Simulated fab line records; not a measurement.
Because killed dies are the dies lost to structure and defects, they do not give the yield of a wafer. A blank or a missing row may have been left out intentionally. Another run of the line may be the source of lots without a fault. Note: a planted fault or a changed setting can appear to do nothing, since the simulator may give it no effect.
Which tool did it? | flow nand-harc | 14 lots with 42 wafers sampled at 4 steps, on a route of 1302 steps

WHAT THE GAUGES READ, wafer by wafer
NHARC_A_CHANNEL_HOLE_D1_INSPECT_40.
lot  | measured     | on                | raw-defect-count
L478 | day 9 08:11  | defect-inspect-02 | 49 40 30
L479 | day 9 09:26  | defect-inspect-01 | 83 101 90
L481 | day 10 00:15 | defect-inspect-02 | 32 38 28
L483 | day 11 04:59 | defect-inspect-01 | 84 59 71
L484 | day 11 23:44 | defect-inspect-01 | 45 60 59
L489 | day 13 14:28 | defect-inspect-01 | 112 141 102
L490 | day 14 00:59 | defect-inspect-01 | 107 113 94
L491 | day 14 23:04 | defect-inspect-02 | 68 57 55
L492 | day 15 01:05 | defect-inspect-01 | 97 122 90
L494 | day 16 01:42 | defect-inspect-02 | 87 97 85
L496 | day 17 04:03 | defect-inspect-01 | 59 60 57
L497 | day 17 19:34 | defect-inspect-01 | 79 73 79
L498 | day 17 20:50 | defect-inspect-01 | 43 67 69
L500 | day 18 11:35 | defect-inspect-01 | 44 52 51

NHARC_A_ONON_D2_THK_MEAS_27: measures by ellipsometry.
lot  | measured     | on            | thk-nm (nm)
L478 | day 13 08:10 | film-metro-01 | 1002 1004 1003
L479 | day 13 08:10 | film-metro-02 | 1008 1009 1010
L481 | day 14 05:17 | film-metro-02 | 1007 1006 1007
L483 | day 15 06:46 | film-metro-02 | 1006 1004 1004
L484 | day 16 13:14 | film-metro-01 | 994 995 993
L489 | day 17 20:44 | film-metro-02 | 991 640 990
L490 | day 18 04:20 | film-metro-01 | 1015 664 1013
L491 | day 19 11:29 | film-metro-01 | 995 996 993
L492 | day 19 11:29 | film-metro-02 | 997 995 997
L494 | day 20 01:44 | film-metro-01 | 992 993 992
L496 | day 21 06:20 | film-metro-01 | 992 992 991
L497 | day 21 22:19 | film-metro-01 | 998 996 997
L498 | day 21 22:19 | film-metro-02 | 1000 1000 1002
L500 | day 22 11:22 | film-metro-02 | 986 985 985

TOOL THAT RAN EACH LOT (tool first, then ch and the chambers of the sampled wafers, then the start)
lot  | NHARC_A_CHANNEL_HOLE_D1_ETCH_38    | NHARC_A_ONON_D2_DEP_25
L478 | rie-diel-11 ch 0,1,3, day 9 01:21  | pecvd-onon-01 ch 0, day 13 07:39
L479 | rie-diel-03 ch 1,2,3, day 9 02:20  | pecvd-onon-02 ch 0, day 13 07:40
L481 | rie-diel-11 ch 0,3, day 9 15:40    | pecvd-onon-02 ch 0, day 14 04:47
L483 | rie-diel-07 ch 0,2,3, day 10 21:02 | pecvd-onon-04 ch 0, day 15 06:26
L484 | rie-diel-03 ch 0,1,2, day 11 16:56 | pecvd-onon-01 ch 0, day 16 12:47
L489 | rie-diel-03 ch 0,1,2, day 13 07:38 | pecvd-onon-01 ch 0, day 17 20:14
L490 | rie-diel-03 ch 1,2,3, day 13 18:11 | pecvd-onon-01 ch 0, day 18 03:49
L491 | rie-diel-11 ch 0,2, day 14 16:16   | pecvd-onon-02 ch 0, day 19 11:02
L492 | rie-diel-11 ch 2,3, day 14 18:08   | pecvd-onon-04 ch 0, day 19 11:02
L494 | rie-diel-11 ch 0,1,2, day 15 18:46 | pecvd-onon-04 ch 0, day 20 01:20
L496 | rie-diel-03 ch 0,1, day 16 12:27   | pecvd-onon-01 ch 0, day 21 06:00
L497 | rie-diel-03 ch 1,3, day 17 07:05   | pecvd-onon-02 ch 0, day 21 21:52
L498 | rie-diel-07 ch 0,1,3, day 17 07:13 | pecvd-onon-01 ch 0, day 21 21:49
L500 | rie-diel-03 ch 1,2,3, day 18 00:47 | pecvd-onon-01 ch 0, day 22 10:52
- NHARC_A_CHANNEL_HOLE_D1_ETCH_38: etches the open film in CF4, target depth 39 nm, time 65 s.
- NHARC_A_ONON_D2_DEP_25: target thk 1000 nm.

AS READ BY THE TOOLS THEMSELVES (means over the sampled wafers that have a number; for cases with no such wafer, the mark the record gives instead)
NHARC_A_CHANNEL_HOLE_D1_ETCH_38.
lot  | tool        | bias-w (W) | cf4-flow-sccm (sccm) | drypump-motor-current-A (A) | oes-product-au (a.u.) | rf-vpp-V (V) | showerhead-plenum-p-Torr (Torr) | throttle-valve-pct (%)
L478 | rie-diel-11 | 100.13     | 150.2                | 5.6                         | 1.005                 | 150.6        | 1.78                            | 13.289
L479 | rie-diel-03 | 99.98      | 150.2                | 5.8                         | 0.995                 | 151.0        | 1.80                            | 13.283
L481 | rie-diel-11 | 100.32     | 150.3                | 5.5                         | 0.999                 | 150.8        | 1.78                            | 13.290
L483 | rie-diel-07 | 100.19     | 150.0                | 5.6                         | 1.004                 | 151.3        | 1.79                            | 13.277
L484 | rie-diel-03 | 100.11     | 149.6                | 5.7                         | 1.000                 | 152.0        | 1.79                            | 13.284
L489 | rie-diel-03 | 100.00     | 150.2                | 5.7                         | 1.005                 | 151.2        | 1.79                            | 13.275
L490 | rie-diel-03 | 100.11     | 149.7                | 5.8                         | 1.002                 | 151.8        | 1.79                            | 13.283
L491 | rie-diel-11 | 100.28     | 150.2                | 5.6                         | 0.989                 | 150.3        | 1.76                            | 13.274
L492 | rie-diel-11 | 100.05     | 149.9                | 5.3                         | 1.001                 | 150.8        | 1.75                            | 13.289
L494 | rie-diel-11 | 99.83      | 150.0                | 5.6                         | 0.997                 | 151.6        | 1.75                            | 13.279
L496 | rie-diel-03 | 100.03     | 150.0                | 5.6                         | 0.998                 | 150.6        | 1.77                            | 13.288
L497 | rie-diel-03 | 100.27     | 149.6                | 5.8                         | 0.990                 | 151.7        | 1.78                            | 13.291
L498 | rie-diel-07 | 99.77      | 150.2                | 5.8                         | 1.004                 | 150.8        | 1.74                            | 13.275
L500 | rie-diel-03 | 99.92      | 149.9                | 5.8                         | 0.993                 | 151.6        | 1.79                            | 13.295

NHARC_A_ONON_D2_DEP_25.
lot  | tool          | nh3-flow-sccm (sccm)
L478 | pecvd-onon-01 | 498.8
L479 | pecvd-onon-02 | 499.7
L481 | pecvd-onon-02 | 500.3
L483 | pecvd-onon-04 | 500.8
L484 | pecvd-onon-01 | 499.0
L489 | pecvd-onon-01 | 501.6
L490 | pecvd-onon-01 | 500.1
L491 | pecvd-onon-02 | 503.4
L492 | pecvd-onon-04 | 498.7
L494 | pecvd-onon-04 | 501.1
L496 | pecvd-onon-01 | 498.7
L497 | pecvd-onon-02 | 500.2
L498 | pecvd-onon-01 | 501.4
L500 | pecvd-onon-01 | 499.3

THE ANSWER, worked out from the rows above alone
Rule: what is usual is taken from the lots themselves. Put in order of their means at a reading, lots are off if they are a third of the lots or fewer, leave a main group of 4 or more, and stand apart from it by a gap of 3 or more times the standard deviation of the main group's means; of several such gaps the widest counts. Not used: any main group whose means are identical at the precision the tables above print for the reading. A lot without any number at a reading at which 4 lots or more have one is off too. Where the step has rows for the other lots, those lots are counted as sound. Order of review: gauges by route order, followed by the tools' own readings, for which a lot's mean as printed above is used. The first step at which some lot is off is used, and at that step the reading that is off furthest; a lot without a number counts as furthest.
Off: L489, L490, at NHARC_A_ONON_D2_THK_MEAS_27 (thk-nm). Main group: mean 998 nm, sd 6.7.
If a tool, at a process step before that reading, ran all the lots that are off and no sound lot after the first of them, it fits. The gauges at NHARC_A_ONON_D2_THK_MEAS_27 are tried like those tools. None of those tried fits.

WHAT HAD BEEN PUT IN BY THE SIMULATOR
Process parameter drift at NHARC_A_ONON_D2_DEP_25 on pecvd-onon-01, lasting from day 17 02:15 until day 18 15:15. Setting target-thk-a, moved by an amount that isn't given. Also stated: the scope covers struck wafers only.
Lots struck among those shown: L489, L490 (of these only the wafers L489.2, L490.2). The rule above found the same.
